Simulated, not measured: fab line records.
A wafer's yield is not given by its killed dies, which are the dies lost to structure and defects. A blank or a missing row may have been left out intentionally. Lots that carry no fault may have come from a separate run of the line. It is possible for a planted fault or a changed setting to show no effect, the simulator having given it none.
Matching of chambers | flow nandHarc | NHARC_THIN_TSV_CMP_01 on cmp-01 has 4 sister chambers
The step polishes. 14 wafers are shown with their chamber, then 7 later ones without.

WAFERS WITH THEIR CHAMBER
wafer  | chamber | motorCurrentA (A) | slurryFilterDpKPa (kPa)
L291.2 | 0       | 13.8              | 13.57
L291.3 | 2       | 13.1              | 13.42
L291.6 | 2       | 13.1              | 13.31
L298.1 | 1       | 10.2              | 13.44
L298.4 | 0       | 13.5              | 13.58
L298.6 | 3       | 13.3              | 13.61
L297.1 | 3       | 11.9              | 13.38
L297.5 | 0       | 13.2              | 13.52
L297.6 | 3       | 12.3              | 13.45
L300.2 | 2       | 12.9              | 13.48
L300.3 | 3       | 12.8              | 13.41
L300.6 | 2       | 12.7              | 13.33
L303.4 | 2       | 13.2              | 13.66
L303.5 | 1       | 9.9               | 13.47

SIGNATURES (averages over the wafers above)
reading           | chamber 0 | chamber 1 | chamber 2 | chamber 3 | scatter within a chamber
motorCurrentA     | 13.500    | 10.050    | 13.000    | 12.575    | 0.386
slurryFilterDpKPa | 13.5567   | 13.4550   | 13.4400   | 13.4625   | 0.106
Rule: for each reading, subtract the chamber's mean from the wafer's reading, divide by that reading's scatter and square the result; add these up over the readings and take the root, which gives the wafer's distance from the chamber. If the next closest chamber is less than 2 further off than the closest, the wafer can't be placed; otherwise it belongs to the closest. The scatter: the root of (the sum of the squares of (reading less its chamber's mean) over the shown wafers, divided by (wafers less chambers)).

WAFERS WHOSE CHAMBER IS MISSING
wafer  | motorCurrentA (A) | slurryFilterDpKPa (kPa)
L303.6 | 12.6              | 13.43
L304.2 | 14.0              | 13.32
L304.4 | 12.1              | 13.45
L304.5 | 9.9               | 13.75
L312.1 | 13.5              | 13.55
L312.3 | 10.2              | 13.57
L312.6 | 13.8              | 13.50

WHICH CHAMBER EACH WENT THROUGH
wafer  | from the rows above          | in truth
L303.6 | can't be placed: 3 or 2      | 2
L304.2 | can't be placed: 0 or 2 or 3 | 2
L304.4 | can't be placed: 3 or 2      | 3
L304.5 | 1                            | 1
L312.1 | can't be placed: 0 or 2      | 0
L312.3 | 1                            | 1
L312.6 | can't be placed: 0 or 2      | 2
Correct placement for 2 of the 7. Unplaceable from these rows: 5, with the true chamber sitting among the candidates in 5. Placed wrongly: 0.
